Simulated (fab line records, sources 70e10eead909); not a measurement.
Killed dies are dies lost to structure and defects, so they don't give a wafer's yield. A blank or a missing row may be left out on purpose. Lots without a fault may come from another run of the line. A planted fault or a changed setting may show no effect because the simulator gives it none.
Chamber matching | flow nand_harc | NHARC_A_CHANNEL_FILL_D2_ALD_16 on ald_hk-02: 4 sister chambers
The step deposits SiO2, target thk 1.5 nm, pulse time 10 s, ald cycles 15. 4 wafers are shown with their chamber, then 7 later ones without.

WAFERS WITH THEIR CHAMBER
wafer  | chamber | heater_power_w (W)
L074.4 | 3       | 491
L084.2 | 2       | 454
L089.1 | 0       | 539
L089.2 | 1       | 500

WAFERS WITHOUT THEIR CHAMBER
wafer  | heater_power_w (W)
L089.3 | 518
L093.1 | 463
L093.3 | 499
L093.5 | 523
L095.1 | 500
L095.3 | 537
L095.4 | 454

WHICH CHAMBER EACH WENT THROUGH
wafer  | from the rows above          | in truth
L089.3 | can't be placed: 1 or 0 or 3 | 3
L093.1 | can't be placed: 2 or 3      | 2
L093.3 | can't be placed: 1 or 3      | 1
L093.5 | can't be placed: 0 or 1 or 3 | 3
L095.1 | can't be placed: 1 or 3      | 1
L095.3 | 0                            | 0
L095.4 | 2                            | 2
Placed correctly: 2 of 7. Can't be placed from these rows: 5 (the true chamber is among the candidates in 5). Placed wrongly: 0.
How it was worked out, from the rows above alone: a wafer's distance from a chamber is the root of the sum, over the readings, of the square of ((its reading less the chamber's mean) divided by the reading's scatter). The wafer belongs to the nearest chamber; if the next one is less than 2 further off, it can't be placed. A chamber's mean is the mean of its shown wafers. The scatter: with one shown wafer a chamber, the root of the mean of the squares of how far each hidden wafer lies from its nearest shown one.
